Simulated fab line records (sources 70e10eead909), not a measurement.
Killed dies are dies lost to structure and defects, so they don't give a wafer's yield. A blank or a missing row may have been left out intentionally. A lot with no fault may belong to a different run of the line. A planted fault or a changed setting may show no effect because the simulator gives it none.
The tool behind it: which one? ; flow nand_harc ; 33 wafers from 11 lots sampled at 5 of the route's 1302 steps

## WHAT EACH GAUGE READ, for each wafer
NHARC_A_ONON_D1_THK_MEAS_11: measures by ellipsometry.
lot;measured;on;thk_nm (nm)
L904;day 8 08:35;film_metro-02;997 1000 1001
L906;day 9 04:16;film_metro-02;1009 1010 1006
L907;day 9 04:17;film_metro-01;995 997 997
L908;day 9 19:17;film_metro-01;996 998 998
L909;day 10 08:49;film_metro-02;1006 1005 1006
L910;day 11 04:18;film_metro-02;984 983 984
L911;day 11 04:20;film_metro-01;1017 1018 1019
L916;day 13 06:56;film_metro-01;1015 1013 1012
L922;day 15 22:10;film_metro-02;991 991 993
L923;day 16 02:50;film_metro-02;1000 1001 1002
L924;day 16 07:47;film_metro-02;1009 1009 1011

NHARC_END_SORT_01.
lot;measured;on;killed_at_array;killed_at_other;killed_at_periphery;killed_dies;killed_open;killed_short
L906;day 25 12:42;prober-02;22 23 19;0 0 0;11 4 5;33 27 24;5 7 4;1 5 1
L908;day 26 06:44;prober-02;61 52 55;4 1 2;1 0 3;66 53 60;4 6 4;5 0 2
L916;day 30 05:29;prober-02;70 73 67;0 0 1;3 2 4;73 75 72;7 3 2;2 3 3
L922;day 32 19:46;prober-01;216 205 197;1 0 0;0 6 3;217 211 200;3 2 3;2 3 4
L923;day 32 09:47;prober-01;250 214 179;0 1 0;6 3 4;256 218 183;5 11 3;4 2 4

## WHAT TOOL EACH LOT RAN ON (gives the tool, then ch and the chambers of the sampled wafers, and finally the start)
lot;NHARC_A_CHANNEL_HOLE_D1_ETCH_38;NHARC_A_CHANNEL_HOLE_D1_ETCH_22;NHARC_A_CHANNEL_HOLE_D1_ETCH_25
L904;rie_diel-09 ch 2,3, day 9 04:01;har_etch-01 ch 0,1, day 9 08:32;har_etch-01 ch 0,1, day 9 10:32
L906;rie_diel-08 ch 0,1,3, day 9 18:39;har_etch-01 ch 0, day 9 21:07;har_etch-01 ch 0, day 9 23:13
L907;rie_diel-09 ch 0,1,3, day 9 18:29;har_etch-02 ch 0,1, day 9 20:32;har_etch-02 ch 0,1, day 9 22:37
L908;rie_diel-08 ch 0,1,2, day 10 09:40;har_etch-02 ch 0, day 10 11:43;har_etch-02 ch 0, day 10 13:48
L909;rie_diel-09 ch 0,1, day 11 00:10;har_etch-02 ch 0,1, day 11 02:08;har_etch-02 ch 0,1, day 11 04:11
L910;rie_diel-09 ch 0,3, day 11 18:29;har_etch-01 ch 0,1, day 11 20:39;har_etch-01 ch 0,1, day 11 22:44
L911;rie_diel-09 ch 0,2,3, day 11 18:48;har_etch-02 ch 0, day 11 21:52;har_etch-02 ch 0, day 12 01:56
L916;rie_diel-09 ch 0,1, day 14 00:30;har_etch-02 ch 1, day 14 02:28;har_etch-02 ch 1, day 14 04:30
L922;rie_diel-09 ch 1,2,3, day 16 12:43;har_etch-01 ch 0, day 16 14:41;har_etch-01 ch 0, day 16 16:44
L923;rie_diel-09 ch 0,1,3, day 16 20:08;har_etch-01 ch 0,1, day 16 23:08;har_etch-01 ch 0,1, day 17 01:12
L924;rie_diel-13 ch 0,1,3, day 17 03:40;har_etch-02 ch 0,1, day 17 10:52;har_etch-02 ch 0,1, day 17 12:53
- NHARC_A_CHANNEL_HOLE_D1_ETCH_38: etches the open film in CF4, target depth 39 nm, time 65 s.
- NHARC_A_CHANNEL_HOLE_D1_ETCH_22: etches the open film in C4F8/O2/Ar, time 666.7 s, target depth 1600 nm.
- NHARC_A_CHANNEL_HOLE_D1_ETCH_25: etches the open film in C4F8/O2/Ar, time 1040.2 s, target depth 1500 nm.

## WHAT THE TOOLS THEMSELVES READ (means of the sampled wafers that have a number; where no wafer has one, the mark that the record gives instead)
NHARC_A_CHANNEL_HOLE_D1_ETCH_38.
lot;tool;drypump_motor_current_A (A);oes_product_au (a.u.);rf_vpp_V (V);run_length_s (s);showerhead_plenum_p_Torr (Torr);throttle_valve_pct (%)
L904;rie_diel-09;5.3;1.005;150.5;86.4;1.73;13.279
L906;rie_diel-08;5.6;0.998;151.3;86.3;1.76;13.282
L907;rie_diel-09;5.6;1.008;150.2;86.3;1.71;13.280
L908;rie_diel-08;5.6;1.005;151.3;86.7;1.78;13.283
L909;rie_diel-09;5.7;1.006;150.4;86.5;1.70;13.283
L910;rie_diel-09;5.8;1.014;150.2;86.3;1.67;13.287
L911;rie_diel-09;5.6;1.002;150.5;86.2;1.70;13.284
L916;rie_diel-09;5.4;1.012;150.0;86.2;1.73;13.291
L922;rie_diel-09;5.3;0.996;151.3;68.6;1.73;13.286
L923;rie_diel-09;5.6;1.003;149.8;68.6;1.70;13.285
L924;rie_diel-13;6.0;0.990;151.2;86.0;1.76;13.273

NHARC_A_CHANNEL_HOLE_D1_ETCH_22.
lot;tool;drypump_motor_current_A (A);run_length_s (s);showerhead_plenum_p_Torr (Torr);temp_c (C);throttle_valve_pct (%)
L904;har_etch-01;6.5;652;3.65;-19.97;32.164
L906;har_etch-01;6.5;652;3.49;-19.96;32.153
L907;har_etch-02;5.6;652;3.76;-19.95;32.147
L908;har_etch-02;5.6;652;3.75;-20.07;32.160
L909;har_etch-02;5.6;652;3.75;-19.98;32.159
L910;har_etch-01;6.5;652;3.56;-20.13;32.152
L911;har_etch-02;5.6;668;3.74;-19.83;32.148
L916;har_etch-02;5.7;652;3.73;-20.15;32.157
L922;har_etch-01;6.4;652;3.45;-19.87;32.158
L923;har_etch-01;6.5;652;3.59;-20.11;32.155
L924;har_etch-02;5.7;652;3.71;-19.98;32.151

NHARC_A_CHANNEL_HOLE_D1_ETCH_25.
lot;tool;drypump_motor_current_A (A);run_length_s (s);showerhead_plenum_p_Torr (Torr);temp_c (C);throttle_valve_pct (%)
L904;har_etch-01;6.5;1025;3.65;-19.92;32.240
L906;har_etch-01;6.5;1025;3.49;-20.00;32.235
L907;har_etch-02;5.6;1025;3.75;-19.94;32.229
L908;har_etch-02;5.6;1025;3.75;-19.85;32.233
L909;har_etch-02;5.6;1025;3.74;-19.94;32.244
L910;har_etch-01;6.5;1025;3.56;-20.05;32.243
L911;har_etch-02;5.6;1041;3.74;-20.07;32.237
L916;har_etch-02;5.7;1025;3.73;-20.01;32.241
L922;har_etch-01;6.5;1025;3.44;-20.05;32.237
L923;har_etch-01;6.5;1025;3.59;-20.09;32.234
L924;har_etch-02;5.7;1025;3.71;-19.89;32.236

## THE ANSWER, worked out from the rows above alone
Rule: the usual values come from the lots themselves. The widest of any qualifying gaps counts: lots, ordered by their means at a reading, are off when they make up no more than a third of the lots, leave a main group of 4 or more, and stand apart from it by 3 or more times the standard deviation of that group's means. A main group is skipped when, at the precision printed for the reading in the tables above, its means are all equal. A lot without any number at a reading at which 4 lots or more have one is off too. The other lots that the step has rows for count as sound. The gauges are gone through in route order, then the tools' own readings, and for those a lot's mean is taken as printed above. The first step at which some lot is off is used, and at that step the reading that is off furthest; a lot without a number counts as furthest.
Off: L922, L923, at NHARC_A_CHANNEL_HOLE_D1_ETCH_38 (run_length_s). The main group: mean 86.3 s, standard deviation 0.19.
If a tool, at that step or one of the process steps before it, ran each lot that is off and ran no sound lot following the first of them, it fits. One fits: rie_diel-09 at NHARC_A_CHANNEL_HOLE_D1_ETCH_38. Its last sound lot is L916 (day 14 00:30), its first lot that is off L922 (day 16 12:43): a fault that began between those two fits.
The tool's own readings at NHARC_A_CHANNEL_HOLE_D1_ETCH_38 bear it out: on the lots that are off they differ by more than 5 times the standard deviation of the sound lots' means. run_length_s reads 68.6 s there against 86.3 s on the sound lots.

## WHAT HAD BEEN PUT IN BY THE SIMULATOR
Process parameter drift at NHARC_A_CHANNEL_HOLE_D1_ETCH_38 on rie_diel-09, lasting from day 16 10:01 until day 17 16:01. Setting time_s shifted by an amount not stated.
Lots struck among those shown: L922, L923. The rule above reached the same finding.
